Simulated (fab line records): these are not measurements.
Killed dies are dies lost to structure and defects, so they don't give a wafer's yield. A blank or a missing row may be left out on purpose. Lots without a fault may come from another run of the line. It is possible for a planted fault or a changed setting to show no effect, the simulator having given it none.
Chamber matching	flow n5_finfet	N5_BEOL_M2_ETCH_77 on rie_diel-06: 4 sister chambers
The step etches underlayer in N2/H2, target depth 6.5 nm, time 5.2 s. 8 wafers are shown with their chamber, then 10 later ones without.

## WAFERS, EACH WITH ITS CHAMBER
wafer	chamber	showerhead_plenum_p_Torr (Torr)	throttle_valve_pct (%)
L081.4	3	2.72	17.91
L086.1	3	2.72	17.89
L086.2	1	2.53	18.32
L086.4	0	2.42	17.71
L086.5	2	2.53	18.13
L086.6	1	2.53	18.33
L088.3	0	2.42	17.72
L088.4	2	2.52	18.13

## WAFERS MISSING THEIR CHAMBER
wafer	showerhead_plenum_p_Torr (Torr)	throttle_valve_pct (%)
L088.5	2.53	18.14
L089.1	2.71	17.93
L089.2	2.52	18.31
L089.6	2.42	17.70
L093.3	2.52	18.19
L093.4	2.71	17.93
L093.6	2.41	17.72
L094.1	2.52	18.33
L094.4	2.41	17.73
L094.5	2.52	18.16

## WHICH CHAMBER EACH ONE RAN IN
wafer	from the rows above	in truth
L088.5	2	2
L089.1	3	3
L089.2	1	1
L089.6	0	0
L093.3	2	2
L093.4	3	3
L093.6	0	0
L094.1	1	1
L094.4	0	0
L094.5	2	2
10 of 10 placed correctly. From these rows, 0 cannot be placed. Number placed wrongly: 0.
How it was worked out, from the rows above alone: a wafer's distance from a chamber is the root of the sum, over the readings, of the square of ((its reading less the chamber's mean) divided by the reading's scatter). If the next closest chamber is less than 2 further off than the closest, the wafer can't be placed; otherwise it belongs to the closest. For every chamber, the mean is computed from those of its wafers that are shown. The scatter: take each reading less its chamber's mean, square it, sum over the shown wafers, divide by the number of wafers less the number of chambers, and take the root.
